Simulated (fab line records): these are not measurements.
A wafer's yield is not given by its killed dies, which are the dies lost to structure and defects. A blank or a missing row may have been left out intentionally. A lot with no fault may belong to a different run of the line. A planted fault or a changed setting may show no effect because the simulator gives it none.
Lot-split experiment || flow n5-finfet || 7 lots, 21 wafers read, on a route of 1938 steps

== THE SPLIT ==
At N5_BEOL_M5_ETCH_68 (etches SOC in N2/H2, target depth 80 nm, overetch 16 nm, time 120 s), the setting bias-w was moved away from the recipe's 150 W on 4 of the 21 wafers read, by -10.9% to +4.9%. For the rest of the wafers, this setting stayed at what the recipe calls for.

Reading taken at the split's own step.

== THE READING ==
rf-vpp-V, in V, at N5_BEOL_M5_ETCH_68 (etches SOC in N2/H2, target depth 80 nm, overetch 16 nm, time 120 s). A value of 523.4 V with a standard deviation of 2.2 V is what fault-free wafers of this fab line usually give.

{"wafer": "L074.1", "tool, chamber at the split": "rie-diel-03, 3", "bias-w as run, W": 150, "against the recipe": "recipe", "rf-vpp-V, V": 520.6, "against lot-mates on the recipe": "-"}
{"wafer": "L074.4", "tool, chamber at the split": "rie-diel-03, 2", "bias-w as run, W": 133.6, "against the recipe": "-10.9%", "rf-vpp-V, V": 483.6, "against lot-mates on the recipe": -40.9}
{"wafer": "L074.5", "tool, chamber at the split": "rie-diel-03, 1", "bias-w as run, W": 150, "against the recipe": "recipe", "rf-vpp-V, V": 528.3, "against lot-mates on the recipe": "-"}
{"wafer": "L077.2", "tool, chamber at the split": "rie-diel-02, 2", "bias-w as run, W": 150, "against the recipe": "recipe", "rf-vpp-V, V": 523.0, "against lot-mates on the recipe": "-"}
{"wafer": "L077.3", "tool, chamber at the split": "rie-diel-02, 3", "bias-w as run, W": 150, "against the recipe": "recipe", "rf-vpp-V, V": 525.0, "against lot-mates on the recipe": "-"}
{"wafer": "L077.4", "tool, chamber at the split": "rie-diel-02, 1", "bias-w as run, W": 150, "against the recipe": "recipe", "rf-vpp-V, V": 522.5, "against lot-mates on the recipe": "-"}
{"wafer": "L084.1", "tool, chamber at the split": "rie-diel-01, 2", "bias-w as run, W": 157.3, "against the recipe": "+4.9%", "rf-vpp-V, V": 536.4, "against lot-mates on the recipe": "+11.7"}
{"wafer": "L084.2", "tool, chamber at the split": "rie-diel-01, 3", "bias-w as run, W": 150, "against the recipe": "recipe", "rf-vpp-V, V": 524.7, "against lot-mates on the recipe": "-"}
{"wafer": "L084.5", "tool, chamber at the split": "rie-diel-01, 3", "bias-w as run, W": 157.3, "against the recipe": "+4.9%", "rf-vpp-V, V": 540.3, "against lot-mates on the recipe": "+15.6"}
{"wafer": "L085.1", "tool, chamber at the split": "rie-diel-01, 2", "bias-w as run, W": 150, "against the recipe": "recipe", "rf-vpp-V, V": 520.7, "against lot-mates on the recipe": "-"}
{"wafer": "L085.2", "tool, chamber at the split": "rie-diel-01, 3", "bias-w as run, W": 150, "against the recipe": "recipe", "rf-vpp-V, V": 524.9, "against lot-mates on the recipe": "-"}
{"wafer": "L085.4", "tool, chamber at the split": "rie-diel-01, 3", "bias-w as run, W": 150, "against the recipe": "recipe", "rf-vpp-V, V": 523.3, "against lot-mates on the recipe": "-"}
{"wafer": "L086.1", "tool, chamber at the split": "rie-diel-03, 2", "bias-w as run, W": 150, "against the recipe": "recipe", "rf-vpp-V, V": 528.4, "against lot-mates on the recipe": "-"}
{"wafer": "L086.3", "tool, chamber at the split": "rie-diel-03, 3", "bias-w as run, W": 150, "against the recipe": "recipe", "rf-vpp-V, V": 520.0, "against lot-mates on the recipe": "-"}
{"wafer": "L086.6", "tool, chamber at the split": "rie-diel-03, 0", "bias-w as run, W": 150, "against the recipe": "recipe", "rf-vpp-V, V": 527.1, "against lot-mates on the recipe": "-"}
{"wafer": "L087.1", "tool, chamber at the split": "rie-diel-02, 1", "bias-w as run, W": 150, "against the recipe": "recipe", "rf-vpp-V, V": 522.2, "against lot-mates on the recipe": "-"}
{"wafer": "L087.2", "tool, chamber at the split": "rie-diel-02, 2", "bias-w as run, W": 150, "against the recipe": "recipe", "rf-vpp-V, V": 523.8, "against lot-mates on the recipe": "-"}
{"wafer": "L087.5", "tool, chamber at the split": "rie-diel-02, 3", "bias-w as run, W": 150, "against the recipe": "recipe", "rf-vpp-V, V": 524.3, "against lot-mates on the recipe": "-"}
{"wafer": "L093.3", "tool, chamber at the split": "rie-diel-01, 2", "bias-w as run, W": 142.8, "against the recipe": "-4.8%", "rf-vpp-V, V": 504.3, "against lot-mates on the recipe": -18.1}
{"wafer": "L093.4", "tool, chamber at the split": "rie-diel-01, 1", "bias-w as run, W": 150, "against the recipe": "recipe", "rf-vpp-V, V": 522.9, "against lot-mates on the recipe": "-"}
{"wafer": "L093.6", "tool, chamber at the split": "rie-diel-01, 0", "bias-w as run, W": 150, "against the recipe": "recipe", "rf-vpp-V, V": 521.9, "against lot-mates on the recipe": "-"}

THE FIT
A straight line over all 21 wafers: rf-vpp-V changes by +3.54 V for each +1% of bias-w; r = +0.97; the points scatter about the line by 2.6 V.
The same after taking each lot's own level away (the mean of its wafers on the recipe; 21 wafers): +3.49 V for each +1%; r = +0.97; scatter 2.5 V.
Per that fit: largest bias-w move, reading shift of 38 V.
Measured against the standard deviation above, the lots' own levels, which go from 522.40 to 525.17 V, span 1.3 times it.
The two slopes are in agreement: the lot-to-lot level therefore moves the slope only a little.
Check: for one of the wafers moved furthest among these (-10.9%), held out of the fit, the line's prediction against its lot-mates is -34.7 V. It came out at -40.9 V against them.
Tool readings at the split's step, against how far the setting was moved: rf-vpp-V r = +0.97.

== OTHER SPLITS ON THESE WAFERS ==
These wafers also went through other splits before the reading. Each is held against what the fit with the lots' levels taken away leaves over:
{"other split on the same wafers": "N5_BEOL_M3_EXPOSE_08 dose-mj", "wafers away from the commonest value": 8, "r with rf-vpp-V (lot level and that fit taken away)": "+0.25"}
{"other split on the same wafers": "N5_BEOL_M3_COAT_76 spin-rpm", "wafers away from the commonest value": 9, "r with rf-vpp-V (lot level and that fit taken away)": -0.28}
{"other split on the same wafers": "N5_BEOL_M3_COAT_22 spin-rpm", "wafers away from the commonest value": 6, "r with rf-vpp-V (lot level and that fit taken away)": -0.27}
{"other split on the same wafers": "N5_BEOL_M4_ILD_DEP_00 time-s", "wafers away from the commonest value": 7, "r with rf-vpp-V (lot level and that fit taken away)": -0.14}
{"other split on the same wafers": "N5_BEOL_M4_COAT_62 spin-rpm", "wafers away from the commonest value": 6, "r with rf-vpp-V (lot level and that fit taken away)": "+0.14"}
{"other split on the same wafers": "N5_BEOL_M5_ILD_DEP_00 time-s", "wafers away from the commonest value": 5, "r with rf-vpp-V (lot level and that fit taken away)": -0.10}
{"other split on the same wafers": "N5_BEOL_M5_COAT_05 spin-rpm", "wafers away from the commonest value": 5, "r with rf-vpp-V (lot level and that fit taken away)": -0.12}

== FILE'S OWN FIT ==
rf-vpp-V changes by +3.61 V for each +1% of bias-w, r = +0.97.
